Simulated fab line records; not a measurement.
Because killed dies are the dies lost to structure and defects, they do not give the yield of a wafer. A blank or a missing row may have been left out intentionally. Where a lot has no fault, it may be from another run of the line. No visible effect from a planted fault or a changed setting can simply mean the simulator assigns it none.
A struck lot beside a sound one    flow nand harc    13 out of 1159 route steps
Sound: the wafers L874.2, L874.3, L874.4. Struck: wafers L867.1, L867.2, L867.6. The cause is given at the end.
At each step with rows: each side's tool, then ch and its chambers, then its first start. Under that, the readings that differ: sound wafers    struck wafers    difference of the means    sigmas: that difference in standard deviations of wafers without a fault.
alike: same words and numbers on both sides, and readings whose means sit less than 2 such deviations apart. not compared: any withheld reading, any reading some wafer has no value for, any bound like >300 that may hide the same value, and any number with overlapping values for which the record gives no deviation.
A row with sigmas, a row that says differs or no value, or rows on one side alone: a step with any of these is where the two part. Non-overlapping numbers with no deviation appear without sigmas and do not part them. A reading missing from all wafers of one side parts the sides only when that side holds two or more wafers.

NHARC_P_CONTACT_CMP_01: polishes SiO2, target thk 200 nm.
  sound on cmp-03 ch 1,2,3, day 10 14:22; struck on cmp-04 ch 0,1,3, day 9 02:31
  alike: motor current A, slurry filter dp kPa, slurry flow ml min
then, 10 steps without rows for these wafers: NHARC_P_CONTACT_SRD_03; NHARC_P_CONTACT_DEHYDRATE_04 (time 120 s); NHARC_P_CONTACT_HMDS_05 (time 30 s); NHARC_P_CONTACT_COAT_33 (time 75 s); NHARC_P_CONTACT_COAT_34 (time 65 s); NHARC_P_CONTACT_COAT_06 (resist thk 90 nm); NHARC_P_CONTACT_SOFTBAKE_07 (time 55 s); NHARC_P_CONTACT_EBR_08; NHARC_P_CONTACT_EXPOSE_09 (exposes mask P CA, target cd 90 nm); NHARC_P_CONTACT_PEB_10 (peb time 65 s).
NHARC_P_CONTACT_DEVELOP_11: develop time 35 s.
  sound on litho track-04 ch 0, day 10 15:00; struck on litho track-06, day 9 03:00
  no value came back on the struck wafers for chill plate temp C (C), develop time s (s); on the sound wafers chill plate temp C (C) reads 23.04 23.19 23.07
NHARC_P_CONTACT_CD_MEAS_12: target cd 90 nm.
  sound on cd sem-02 ch 0, day 10 15:12; struck on cd sem-03 ch 0, day 9 03:21
reading     sound           struck  difference                     sigmas
cd nm (nm)  90.2 89.5 89.3  - - -   no value on the struck wafers  

## WHERE THEY PART
At NHARC_P_CONTACT_DEVELOP_11 first; at NHARC_P_CONTACT_CD_MEAS_12 last (within this record only).

WHY: what the simulator had put in
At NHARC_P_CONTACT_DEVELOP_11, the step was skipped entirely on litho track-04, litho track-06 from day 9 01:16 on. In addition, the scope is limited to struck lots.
